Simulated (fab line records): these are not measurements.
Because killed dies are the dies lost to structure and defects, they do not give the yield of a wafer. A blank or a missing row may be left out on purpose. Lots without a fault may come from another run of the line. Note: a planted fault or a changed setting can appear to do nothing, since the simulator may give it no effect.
fab line records	flow nand_harc
[record] lots = 12	wafers = 36	last_day = 24
route steps=1159 shown P_GATE@209 P_CONTACT@240 END@1159
lots that met no fault: from a run of the same line without faults
start_h: start of the lot's first displayed wafer, in hours after the record's first day	wait_h: hours elapsed since this lot's preceding step	" identical to the entry in the row above	L1.1+2: several wafers, shown together as one row	- no value, or no start was given	* or withheld: withheld	< > ~ a bound
route shown NAME@n: NAME is a module with steps in the file, n the number in the route of the first one	usual: mean and standard deviation over wafers with no fault	same: alike in all rows	chamber/n: place in a boat	sites: per-site readings	_std_site: their standard deviation	_edge_site: mean of outer sites minus mean of inner sites	radius_mm: for every site, how far away it sits from the centre of the wafer	mask NAME#n: copy n	behind: tool/chamber where the wafer was last shaped	hold: what put the lot on hold/how long, in hours/how the hold closed	device: transistor that didn't switch, given as n, p or np	end of line: tests of these same wafers at the route's end	a step without rows: its recipe alone	killed: dies that structure and defects cost at the first sort, which is not the same as the wafer's yield	map: dies across one wafer; x = killed, . = not, _ = none there
set.NAME: the setting as run; set.NAME@STEP: as run at that earlier step	model.NAME: the simulator's own value behind a step, which no gauge read
the route's steps for a sample of lots (tables are steps, rows are wafers)
services: the hour from which a tool's chamber was out of use, counted from the record's first day as start_h (under 0 if before that day), plus the number of hours and why
[[steps]]
[step NHARC_P_GATE_DEGAS_109]
[recipe] temp_c = 300	time_s = 60
[usual] heater_power_w = 510/60
[same] time_s = 60
lot.wafer	tool	chamber	start_h	wait_h	heater_power_w
L778.4	pvd_sputter-01	-	109.12	0.1	540
L778.1	"	-	"	"	491
L778.5	"	-	"	"	431
L779.4	pvd_sputter-01	-	117.94	0.1	552
L779.1	"	-	"	"	534
L779.6	"	-	"	"	556
L782.2	pvd_sputter-03	-	141.99	0.1	486
L782.6	"	-	"	"	663
L782.5	"	-	"	"	511
L785.1	pvd_sputter-03	-	150.65	0.1	676
L785.5	"	-	"	"	500
L785.6	"	-	"	"	560
L784.2	pvd_sputter-01	-	150.67	0.1	438
L784.6	"	-	"	"	441
L784.5	"	-	"	"	496
L786.3	pvd_sputter-03	-	166.05	0.1	505
L786.1	"	-	"	"	554
L786.2	"	-	"	"	517
L791.3	pvd_sputter-01	-	189.56	0.1	458
L791.5	"	-	"	"	509
L791.6	"	-	"	"	583
L792.3	pvd_sputter-02	-	196.44	0.1	441
L792.1	"	-	"	"	473
L792.6	"	-	"	"	452
L794.1	pvd_sputter-01	-	205.76	0.1	503
L794.3	"	-	"	"	467
L794.5	"	-	"	"	512
L796.1	pvd_sputter-01	-	215.70	0.1	507
L796.2	"	-	"	"	581
L796.6	"	-	"	"	452
L799.2	pvd_sputter-03	-	243.05	0.1	512
L799.4	"	-	"	"	504
L799.3	"	-	"	"	562
L800.4	pvd_sputter-02	-	253.13	0.1	478
L800.1	"	-	"	"	469
L800.5	"	-	"	"	472
[step NHARC_P_CONTACT_ETCH_31]
[recipe] target_depth_a = 300	time_s = 85.7	ion_energy_ev = 120	over_etch_frac = 1	ch3f_flow_sccm = 50	o2_flow_sccm = 30	ar_flow_sccm = 200	rf_w = 500	bias_w = 100	chemistry = CH3F/O2
[usual] drypump_motor_current_A = 5.76/0.28	oes_product_au = 0.980/0.013	rf_vpp_V = 244.5/1.5	run_length_s = 107.2/0.37	showerhead_plenum_p_Torr = 2.46/0.096	throttle_valve_pct = 20.664/0.0091
lot.wafer	tool	chamber	start_h	wait_h	drypump_motor_current_A	oes_product_au	rf_hours_counter_h	rf_vpp_V	run_length_s	showerhead_plenum_p_Torr	throttle_valve_pct
L778.4	rie_diel-08	0	112.80	-	5.82	0.989	19	245.7	106.9	2.53	20.651
L778.1	"	1	"	"	5.52	0.983	18	245.2	106.9	2.47	20.658
L778.5	"	2	"	"	5.74	0.972	-	247.2	107.2	2.52	20.659
L779.4	rie_diel-02	1	121.49	-	5.40	1.008	44	242.9	106.8	2.33	20.659
L779.1	"	2	"	"	5.89	1.000	38	242.5	108.2	2.36	20.666
L779.6	"	0	"	"	5.22	1.002	-	246.3	107.0	2.52	20.652
L782.2	rie_diel-08	3	145.67	-	5.50	0.982	2	243.0	108.2	2.38	20.661
L782.6	"	0	"	"	5.86	0.994	-	244.6	106.9	2.53	20.667
L782.5	"	1	"	"	5.51	0.983	-	243.8	106.8	2.47	20.678
L785.1	rie_diel-08	0	154.65	-	5.81	0.994	3	245.3	107.5	2.53	20.663
L785.5	"	0	"	"	5.83	0.986	-	246.0	107.5	2.53	20.664
L785.6	"	1	"	"	5.52	0.990	-	243.9	106.9	2.47	20.654
L784.2	rie_diel-04	2	154.69	-	6.27	0.990	3	245.2	107.2	2.48	20.660
L784.5	"	3	"	"	6.01	0.988	-	246.9	107.3	2.62	20.653
L784.6	"	0	"	"	5.56	0.979	-	242.4	107.0	2.32	20.675
L786.2	rie_diel-04	3	169.46	-	6.00	0.981	4	245.0	107.1	2.62	20.655
L786.3	"	0	"	"	5.58	0.985	4	241.7	107.0	2.32	20.680
L786.1	"	1	"	"	5.68	0.993	3	244.1	107.2	2.42	20.670
L791.3	rie_diel-08	0	193.06	-	5.83	0.973	8	245.1	107.2	2.53	20.670
L791.6	"	3	"	"	5.50	0.981	-	244.3	107.7	2.38	20.664
L791.5	"	0	"	"	5.81	0.973	-	246.0	106.7	2.53	20.662
L792.1	rie_diel-08	0	200.22	-	5.86	0.979	9	246.0	63.5	2.53	20.677
L792.3	"	1	"	"	5.51	0.978	9	244.1	63.5	2.47	20.664
L792.6	"	0	"	"	5.87	0.973	-	244.5	63.3	2.53	20.681
L794.1	rie_diel-08	0	209.31	-	5.83	0.937	10	246.3	63.2	2.53	20.671
L794.3	"	1	"	"	5.54	0.957	9	245.1	63.4	2.46	20.693
L794.5	"	0	"	"	5.82	0.939	-	245.6	63.7	2.53	20.671
L796.2	rie_diel-04	3	219.54	-	6.02	0.961	9	246.3	107.6	2.62	20.661
L796.1	"	2	"	"	6.27	0.945	9	244.0	107.2	2.48	20.666
L796.6	"	3	"	"	6.02	0.960	-	245.6	107.3	2.62	20.644
L799.3	rie_diel-04	2	246.53	-	6.28	0.959	12	244.6	107.2	2.48	20.667
L799.2	"	3	"	"	6.01	0.971	12	245.6	107.4	2.62	20.673
L799.4	"	0	"	"	5.57	0.959	11	241.3	107.4	2.31	20.661
L800.4	rie_diel-04	2	256.70	-	6.24	0.984	12	245.2	107.6	2.48	20.657
L800.1	"	3	"	"	6.02	0.979	12	247.7	107.5	2.62	20.666
L800.5	"	3	"	"	6.01	0.967	-	243.8	107.4	2.62	20.657
[step NHARC_P_CONTACT_CMP_24]
[recipe] t_overpolish_s = 30	target_thk_nm = 200
[usual] edge_zone_pressure_frac = 1.000/0.005	motor_current_A = 12.0/1.2	overpolish_run_s = 30.000/0.0096	retaining_ring_pressure_frac = 1.000/0.0049	time_to_endpoint_s = 39.9/2.2
lot.wafer	tool	chamber	start_h	wait_h	edge_zone_pressure_frac	motor_current_A	overpolish_run_s	retaining_ring_pressure_frac	time_to_endpoint_s
L778.1	cmp-01	1	125.10	0.6	1.010	15.3	29.996	0.995	38.1
L778.4	"	3	"	"	1.002	11.7	30.008	1.003	42.2
L778.5	"	1	"	"	1.007	13.8	29.981	1.003	36.3
L779.1	cmp-01	1	128.81	0.6	1.000	14.9	30.013	0.997	39.2
L779.4	"	3	"	"	1.006	12.1	30.001	1.001	39.8
L779.6	"	1	"	"	1.004	14.8	29.991	1.001	38.9
L782.2	cmp-03	0	153.12	0.6	0.993	11.3	30.009	1.000	42.4
L782.6	"	1	"	"	1.003	10.9	30.010	1.002	39.0
L782.5	"	2	"	"	0.998	11.1	29.995	0.995	43.6
L785.1	cmp-02	1	159.48	0.5	1.001	13.3	30.005	0.999	38.2
L785.5	"	3	"	"	0.994	10.6	29.997	1.002	42.2
L785.6	"	0	"	"	1.003	12.8	29.995	1.007	41.3
L784.2	cmp-01	2	160.00	0.6	0.994	11.8	29.996	0.997	40.5
L784.5	"	1	"	"	0.998	14.5	29.988	1.015	42.8
L784.6	"	2	"	"	1.002	12.3	30.005	0.994	43.8
L786.2	cmp-03	0	174.36	0.6	0.996	11.2	30.008	1.003	42.0
L786.1	"	2	"	"	1.003	11.2	29.989	1.002	43.4
L786.3	"	3	"	"	0.999	12.3	29.991	1.008	39.3
L791.3	cmp-02	2	194.99	0.3	0.999	10.6	30.007	1.002	38.6
L791.6	"	2	"	"	0.996	11.0	29.974	1.003	35.7
L791.5	"	3	"	"	1.007	10.9	29.996	0.999	37.2
L792.1	cmp-03	3	212.72	0.5	1.009	12.6	30.000	0.998	40.5
L792.3	"	2	"	"	0.999	10.7	29.990	1.006	41.5
L792.6	"	0	"	"	0.997	11.0	30.002	0.993	42.3
L794.1	cmp-02	1	213.47	0.6	0.998	13.0	29.991	1.001	40.5
L794.3	"	3	"	"	1.004	11.0	29.992	1.002	42.3
L794.5	"	1	"	"	1.001	12.7	30.015	0.998	40.3
L796.1	cmp-02	2	221.48	0.6	1.001	10.6	30.008	1.007	38.7
L796.2	"	1	"	"	1.004	13.0	30.007	0.996	38.2
L796.6	"	3	"	"	1.003	10.7	30.004	1.003	40.7
L799.4	cmp-02	3	251.19	0.3	0.996	10.8	30.004	1.001	41.1
L799.3	"	0	"	"	1.003	12.5	30.007	0.996	41.2
L799.2	"	1	"	"	0.997	13.2	29.997	0.997	41.5
L800.1	cmp-02	1	258.68	0.5	1.007	13.1	29.986	0.997	42.5
L800.4	"	3	"	"	0.998	11.2	30.012	0.988	40.6
L800.5	"	2	"	"	0.994	11.1	29.982	0.997	39.3
[step NHARC_P_CONTACT_INSPECT_27]
[usual] raw_defect_count = 313/140
lot.wafer	tool	chamber	start_h	wait_h	raw_defect_count
L778.1	defect_inspect-01	-	125.48	0.1	375
L778.4	"	-	"	"	324
L778.5	"	-	"	"	378
L779.1	defect_inspect-02	-	129.18	0.1	269
L779.4	"	-	"	"	372
L779.6	"	-	"	"	185
L782.2	defect_inspect-01	-	153.45	0.1	338
L782.5	"	-	"	"	414
L782.6	"	-	"	"	375
L785.1	defect_inspect-02	-	159.83	0.1	348
L785.5	"	-	"	"	272
L785.6	"	-	"	"	132
L784.2	defect_inspect-01	-	160.37	0.1	329
L784.5	"	-	"	"	207
L784.6	"	-	"	"	233
L786.1	defect_inspect-01	-	174.76	0.1	391
L786.2	"	-	"	"	391
L786.3	"	-	"	"	401
L791.3	defect_inspect-02	-	195.39	0.1	226
L791.5	"	-	"	"	286
L791.6	"	-	"	"	384
L792.1	defect_inspect-02	-	213.13	0.1	655
L792.3	"	-	"	"	683
L792.6	"	-	"	"	708
L794.1	defect_inspect-01	-	213.88	0.1	575
L794.3	"	-	"	"	254
L794.5	"	-	"	"	326
L796.1	defect_inspect-01	-	221.89	0.1	241
L796.2	"	-	"	"	159
L796.6	"	-	"	"	228
L799.2	defect_inspect-01	-	251.59	0.1	158
L799.3	"	-	"	"	171
L799.4	"	-	"	"	183
L800.1	defect_inspect-01	-	259.09	0.1	402
L800.4	"	-	"	"	289
L800.5	"	-	"	"	314
[step NHARC_END_SORT_01]
[recipe] temp_c = 25
[usual] killed_at_array = 26/8.6	killed_at_other = 0.7/0.97	killed_at_periphery = 3.2/2.2	killed_dies = 30/8.9	killed_open = 3.1/1.8	killed_short = 2.2/1.8
[same] gross_dies = 677
lot.wafer	tool	chamber	start_h	wait_h	killed_at_array	killed_at_other	killed_at_periphery	killed_dies	killed_open	killed_short
L792.1	prober-01	0	540.50	2.5	29	0	4	33	7	0
L792.3	prober-01	0	542.09	3.1	25	0	3	28	3	1
L792.6	prober-01	0	544.46	4.0	20	1	6	27	5	1
// killed by level:class
L792.1 A_CHANNEL_HOLE_D1:chamber_film_flake=23 A_CONTACT:geometric_particle:open=3 P_GATE:geometric_particle:open=1 P_M0:geometric_particle:open=1 P_M1:geometric_particle:open=1 A_CHANNEL_FILL_D1:geometric_particle:open=1 P_GATE:chamber_film_flake=1 A_CONTACT:chamber_film_flake=1
L792.3 A_CHANNEL_HOLE_D1:chamber_film_flake=19 A_CONTACT:chamber_film_flake=4 P_ZERO_WELL:geometric_particle:open=1 P_GATE:geometric_particle:open=1 P_CONTACT:geometric_particle:open=1 A_WL_FILL:geometric_particle:short=1 A_STAIRCASE:chamber_film_flake=1
L792.6 A_CHANNEL_HOLE_D1:chamber_film_flake=12 A_CONTACT:chamber_film_flake=6 P_GATE:geometric_particle:open=3 P_M0:geometric_particle:open=1 A_ONON_D1:geometric_particle:short=1 A_CHANNEL_FILL_D1:geometric_particle:open=1 P_STI:chamber_film_flake=1 P_M2:chamber_film_flake=1
[[services]]
tool	chamber	start_h	hours	kind
cmp-01	-	91.64	0.7	repair
pvd_sputter-03	-	102.00	10.0	pm
rie_diel-08	0	104.16	-	clean
rie_diel-08	1	104.16	-	clean
rie_diel-04	-	112.13	9.0	pm
cmp-01	-	114.28	10.4	repair
rie_diel-08	-	124.80	9.0	pm
cmp-02	-	130.50	4.0	pm
rie_diel-08	2	142.47	13.4	repair
rie_diel-02	-	151.15	9.0	pm
cmp-02	-	152.34	5.7	repair
cmp-03	-	156.00	4.0	pm
pvd_sputter-01	-	171.28	10.0	pm
cmp-01	-	179.51	4.0	pm
pvd_sputter-03	-	183.89	4.5	repair
pvd_sputter-02	-	213.63	2.5	repair
pvd_sputter-02	-	216.17	10.0	pm
cmp-02	-	228.50	4.0	pm
pvd_sputter-03	-	237.51	0.7	repair
cmp-01	-	238.76	4.7	repair
rie_diel-02	3	242.74	16.8	repair
rie_diel-04	3	247.46	5.2	repair
cmp-03	-	254.00	4.0	pm
rie_diel-08	1	254.56	3.7	repair
[[key]]
[first_sign] step = NHARC_P_CONTACT_ETCH_31	reading = run_length_s	direction = down	sigmas = 99+	usual = *	struck = *
effect none on later readings
met_at NHARC_P_CONTACT_ETCH_31
struck_lots L792,L794
tester_left_out L792,L794
not_acting_at NHARC_P_GATE_DEGAS_109,NHARC_P_CONTACT_CMP_24,NHARC_P_CONTACT_INSPECT_27
onset_between 193.06 200.22
[fault] kind = process_parameter_drift	tool = rie_diel-08	chamber = -	onset_h = 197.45	steps = NHARC_P_CONTACT_ETCH_31	channel = time_s	offset = *	shape = step	end_h = 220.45	acts_in = *	stated = *
// tester_left_out: of these lots the tester's yield and bins aren't shown, on N5 and GAA mostly nor the transistor test; their killed dies are dies lost to structure and defects alone, not to doping, threshold or leakage, so they don't give the yield
